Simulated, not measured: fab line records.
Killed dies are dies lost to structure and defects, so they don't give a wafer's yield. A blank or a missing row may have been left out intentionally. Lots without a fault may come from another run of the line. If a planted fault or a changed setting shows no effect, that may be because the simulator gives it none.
Chamber matching | flow n5-finfet | N5_BEOL_M0_PRE_CLEAN_131 on cvd-co-02: 3 sister chambers
The step time 15 s. 6 wafers are shown with their chamber, then 12 later ones without.

## WAFERS PAIRED WITH THEIR CHAMBERS
wafer  | chamber | heater-power-w (W)
L086.4 | 2       | 85
L086.5 | 1       | 59
L086.6 | 0       | 117
L089.2 | 1       | 58
L089.4 | 2       | 87
L089.6 | 0       | 114

## WAFERS MISSING THEIR CHAMBER
wafer  | heater-power-w (W)
L092.1 | 116
L092.3 | 88
L092.4 | 116
L095.1 | 60
L095.2 | 89
L095.3 | 118
L095.4 | 118
L095.5 | 89
L095.6 | 58
L097.2 | 91
L097.4 | 87
L097.5 | 117

## WHICH CHAMBER EACH WENT THROUGH
wafer  | from the rows above | in truth
L092.1 | 0                   | 0
L092.3 | 2                   | 2
L092.4 | 0                   | 0
L095.1 | 1                   | 1
L095.2 | 2                   | 2
L095.3 | 0                   | 0
L095.4 | 0                   | 0
L095.5 | 2                   | 2
L095.6 | 1                   | 1
L097.2 | 2                   | 2
L097.4 | 2                   | 2
L097.5 | 0                   | 0
Correct placement for 12 of the 12. Not placeable from these rows: 0. Number placed wrongly: 0.
How it was worked out, from the rows above alone: a wafer's distance from a chamber is the root of the sum, over the readings, of the square of ((its reading less the chamber's mean) divided by the reading's scatter). The wafer belongs to the nearest chamber; if the next one is less than 2 further off, it can't be placed. Each chamber's mean is taken over the wafers shown for it. The scatter: take each reading less its chamber's mean, square it, sum over the shown wafers, divide by the number of wafers less the number of chambers, and take the root.
